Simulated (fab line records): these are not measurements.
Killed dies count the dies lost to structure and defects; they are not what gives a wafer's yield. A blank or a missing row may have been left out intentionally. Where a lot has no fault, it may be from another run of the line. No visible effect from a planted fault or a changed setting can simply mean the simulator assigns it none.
Matching of chambers / flow n5_finfet / rie_diel-06 running N5_BEOL_M9_STRIP_67: 4 sister chambers
The step strips in CF4. 16 wafers are shown with their chamber, then 8 later ones without.

## WAFERS, EACH WITH ITS CHAMBER
wafer=L076.3; chamber=3; drypump_motor_current_A (A)=6.8; oes_product_au (a.u.)=0.69; throttle_valve_pct (%)=13.86
wafer=L076.5; chamber=2; drypump_motor_current_A (A)=4.9; oes_product_au (a.u.)=0.71; throttle_valve_pct (%)=13.92
wafer=L076.6; chamber=3; drypump_motor_current_A (A)=6.8; oes_product_au (a.u.)=0.69; throttle_valve_pct (%)=13.86
wafer=L075.2; chamber=2; drypump_motor_current_A (A)=4.9; oes_product_au (a.u.)=0.71; throttle_valve_pct (%)=13.93
wafer=L075.3; chamber=0; drypump_motor_current_A (A)=6.1; oes_product_au (a.u.)=0.77; throttle_valve_pct (%)=13.66
wafer=L075.5; chamber=2; drypump_motor_current_A (A)=4.9; oes_product_au (a.u.)=0.70; throttle_valve_pct (%)=13.92
wafer=L081.2; chamber=1; drypump_motor_current_A (A)=6.0; oes_product_au (a.u.)=0.95; throttle_valve_pct (%)=13.48
wafer=L081.4; chamber=0; drypump_motor_current_A (A)=6.1; oes_product_au (a.u.)=0.76; throttle_valve_pct (%)=13.67
wafer=L081.5; chamber=1; drypump_motor_current_A (A)=5.9; oes_product_au (a.u.)=0.95; throttle_valve_pct (%)=13.49
wafer=L083.1; chamber=0; drypump_motor_current_A (A)=6.1; oes_product_au (a.u.)=0.77; throttle_valve_pct (%)=13.68
wafer=L083.3; chamber=1; drypump_motor_current_A (A)=6.0; oes_product_au (a.u.)=0.93; throttle_valve_pct (%)=13.49
wafer=L083.4; chamber=0; drypump_motor_current_A (A)=6.1; oes_product_au (a.u.)=0.75; throttle_valve_pct (%)=13.69
wafer=L087.2; chamber=1; drypump_motor_current_A (A)=5.9; oes_product_au (a.u.)=0.93; throttle_valve_pct (%)=13.52
wafer=L087.3; chamber=3; drypump_motor_current_A (A)=6.8; oes_product_au (a.u.)=0.94; throttle_valve_pct (%)=13.34
wafer=L087.5; chamber=0; drypump_motor_current_A (A)=6.1; oes_product_au (a.u.)=0.76; throttle_valve_pct (%)=13.71
wafer=L088.2; chamber=1; drypump_motor_current_A (A)=6.0; oes_product_au (a.u.)=0.91; throttle_valve_pct (%)=13.52

SIGNATURES, as means of the wafers listed above
reading=drypump_motor_current_A; chamber 0=6.100; chamber 1=5.960; chamber 2=4.900; chamber 3=6.800; scatter within a chamber=0.0316
reading=oes_product_au; chamber 0=0.7620; chamber 1=0.9340; chamber 2=0.7067; chamber 3=0.7733; scatter within a chamber=0.06
reading=throttle_valve_pct; chamber 0=13.6820; chamber 1=13.5000; chamber 2=13.9233; chamber 3=13.6867; scatter within a chamber=0.124
Rule: a wafer's distance from a chamber is the root of the sum, over the readings, of the square of ((its reading less the chamber's mean) divided by the reading's scatter). The wafer belongs to the nearest chamber; if the next one is less than 2 further off, it can't be placed. The scatter is the square root of a quotient: the sum, over the shown wafers, of each reading's squared deviation from its chamber's mean, divided by wafers minus chambers.

## WAFERS WHOSE CHAMBER IS MISSING
wafer=L088.4; drypump_motor_current_A (A)=6.8; oes_product_au (a.u.)=0.93; throttle_valve_pct (%)=13.33
wafer=L088.6; drypump_motor_current_A (A)=6.8; oes_product_au (a.u.)=0.94; throttle_valve_pct (%)=13.34
wafer=L093.1; drypump_motor_current_A (A)=6.8; oes_product_au (a.u.)=0.91; throttle_valve_pct (%)=13.38
wafer=L093.2; drypump_motor_current_A (A)=4.9; oes_product_au (a.u.)=0.95; throttle_valve_pct (%)=13.40
wafer=L093.5; drypump_motor_current_A (A)=6.0; oes_product_au (a.u.)=0.87; throttle_valve_pct (%)=13.57
wafer=L096.2; drypump_motor_current_A (A)=6.8; oes_product_au (a.u.)=0.90; throttle_valve_pct (%)=13.38
wafer=L096.3; drypump_motor_current_A (A)=6.1; oes_product_au (a.u.)=0.73; throttle_valve_pct (%)=13.76
wafer=L096.6; drypump_motor_current_A (A)=5.9; oes_product_au (a.u.)=0.89; throttle_valve_pct (%)=13.58

## EACH ONE'S CHAMBER
wafer=L088.4; from the rows above=3; in truth=3
wafer=L088.6; from the rows above=3; in truth=3
wafer=L093.1; from the rows above=3; in truth=3
wafer=L093.2; from the rows above=2; in truth=2
wafer=L093.5; from the rows above=1; in truth=1
wafer=L096.2; from the rows above=3; in truth=3
wafer=L096.3; from the rows above=0; in truth=0
wafer=L096.6; from the rows above=1; in truth=1
Correctly placed: 8 of 8. Not placeable from these rows: 0. Wrongly placed: 0.
